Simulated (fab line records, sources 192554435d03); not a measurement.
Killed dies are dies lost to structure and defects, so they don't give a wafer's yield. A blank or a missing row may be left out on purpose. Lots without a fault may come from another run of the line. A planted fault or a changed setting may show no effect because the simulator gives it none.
Chamber matching | flow n5_finfet | N5_BEOL_M14_TRENCH_ETCH_34 on rie_diel-04: 4 sister chambers
The step etches SiO2 in C4F8/O2/Ar, target depth 556.65 nm, time 126.9 s. 20 wafers are shown with their chamber, then 10 later ones without.

WAFERS WITH THEIR CHAMBER
wafer  | chamber | throttle_valve_pct (%) | rf_vpp_V (V) | showerhead_plenum_p_Torr (Torr)
L074.1 | 2       | 30.81                  | 2192         | 3.58
L074.4 | 1       | 30.81                  | 2236         | 3.52
L074.6 | 1       | 30.82                  | 2237         | 3.52
L078.2 | 2       | 30.82                  | 2191         | 3.57
L078.3 | 3       | 30.29                  | 2201         | 3.65
L078.5 | 3       | 30.29                  | 2201         | 3.65
L076.1 | 1       | 30.81                  | 2235         | 3.51
L076.3 | 2       | 30.84                  | 2191         | 3.57
L076.6 | 3       | 30.30                  | 2201         | 3.65
L081.1 | 2       | 30.84                  | 2193         | 3.57
L081.2 | 3       | 30.30                  | 2201         | 3.65
L081.4 | 0       | 30.80                  | 2212         | 3.56
L079.1 | 3       | 30.28                  | 2202         | 3.65
L079.5 | 3       | 30.28                  | 2201         | 3.65
L079.6 | 2       | 30.81                  | 2190         | 3.57
L085.1 | 0       | 30.80                  | 2211         | 3.55
L085.3 | 2       | 30.82                  | 2191         | 3.56
L085.5 | 1       | 30.83                  | 2234         | 3.51
L088.1 | 0       | 30.80                  | 2212         | 3.55
L088.4 | 1       | 30.83                  | 2233         | 3.50

SIGNATURES (means of the wafers above)
reading                  | chamber 0 | chamber 1 | chamber 2 | chamber 3 | scatter within a chamber
throttle_valve_pct       | 30.8000   | 30.8200   | 30.8233   | 30.2900   | 0.0104
rf_vpp_V                 | 2211.67   | 2235.00   | 2191.33   | 2201.17   | 1.03
showerhead_plenum_p_Torr | 3.5533    | 3.5120    | 3.5700    | 3.6500    | 0.00585
Rule: a wafer's distance from a chamber is the root of the sum, over the readings, of the square of ((its reading less the chamber's mean) divided by the reading's scatter). The wafer belongs to the nearest chamber; if the next one is less than 2 further off, it can't be placed. The scatter: the root of (the sum of the squares of (reading less its chamber's mean) over the shown wafers, divided by (wafers less chambers)).

WAFERS WITHOUT THEIR CHAMBER
wafer  | throttle_valve_pct (%) | rf_vpp_V (V) | showerhead_plenum_p_Torr (Torr)
L088.5 | 30.83                  | 2191         | 3.56
L089.1 | 30.80                  | 2212         | 3.54
L089.4 | 30.33                  | 2200         | 3.64
L089.6 | 30.34                  | 2199         | 3.64
L094.2 | 30.80                  | 2212         | 3.54
L094.3 | 30.84                  | 2234         | 3.50
L094.6 | 30.80                  | 2211         | 3.54
L095.2 | 30.33                  | 2200         | 3.63
L095.5 | 30.32                  | 2199         | 3.63
L095.6 | 30.84                  | 2188         | 3.55

WHICH CHAMBER EACH WENT THROUGH
wafer  | from the rows above | in truth
L088.5 | 2                   | 2
L089.1 | 0                   | 0
L089.4 | 3                   | 3
L089.6 | 3                   | 3
L094.2 | 0                   | 0
L094.3 | 1                   | 1
L094.6 | 0                   | 0
L095.2 | 3                   | 3
L095.5 | 3                   | 3
L095.6 | 2                   | 2
Placed correctly: 10 of 10. Can't be placed from these rows: 0. Placed wrongly: 0.
